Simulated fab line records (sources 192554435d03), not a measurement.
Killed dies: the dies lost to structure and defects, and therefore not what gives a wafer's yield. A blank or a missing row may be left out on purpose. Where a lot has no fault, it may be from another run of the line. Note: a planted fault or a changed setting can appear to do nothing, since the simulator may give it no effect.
Chamber matching :: flow n5-finfet :: 4 sister chambers for N5_BEOL_M2_DESCUM_33 on rie-diel-04
The step chemistry O2, time 7 s. 4 wafers are shown with their chamber, then 8 later ones without.

WAFERS PAIRED WITH THEIR CHAMBERS
wafer: L086.1
chamber: 0
drypump-motor-current-A (A): 5.5

wafer: L090.1
chamber: 2
drypump-motor-current-A (A): 5.9

wafer: L090.3
chamber: 3
drypump-motor-current-A (A): 5.6

wafer: L092.1
chamber: 1
drypump-motor-current-A (A): 6.1

WAFERS MISSING THEIR CHAMBER
wafer: L092.4
drypump-motor-current-A (A): 5.7

wafer: L092.6
drypump-motor-current-A (A): 5.5

wafer: L094.1
drypump-motor-current-A (A): 5.8

wafer: L094.2
drypump-motor-current-A (A): 5.6

wafer: L094.5
drypump-motor-current-A (A): 6.1

wafer: L096.2
drypump-motor-current-A (A): 5.5

wafer: L096.4
drypump-motor-current-A (A): 5.9

wafer: L096.6
drypump-motor-current-A (A): 5.9

CHAMBER TAKEN BY EACH
wafer: L092.4
from the rows above: can't be placed: 3 or 0 or 2
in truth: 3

wafer: L092.6
from the rows above: can't be placed: 0 or 3
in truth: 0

wafer: L094.1
from the rows above: can't be placed: 2 or 3
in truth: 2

wafer: L094.2
from the rows above: can't be placed: 3 or 0
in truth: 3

wafer: L094.5
from the rows above: 1
in truth: 1

wafer: L096.2
from the rows above: can't be placed: 0 or 3
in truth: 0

wafer: L096.4
from the rows above: 2
in truth: 2

wafer: L096.6
from the rows above: 2
in truth: 2
Placed correctly: 3 of 8. Cannot be placed on the basis of these rows: 5; the candidates contain the true chamber in 5. Wrongly placed: 0.
How it was worked out, from the rows above alone: a wafer's distance from a chamber is the root of the sum, over the readings, of the square of ((its reading less the chamber's mean) divided by the reading's scatter). The wafer belongs to the nearest chamber; if the next one is less than 2 further off, it can't be placed. A chamber's mean is the mean of its shown wafers. The scatter: root of mean squared gap, hidden wafer to nearest shown wafer, with one shown wafer a chamber.
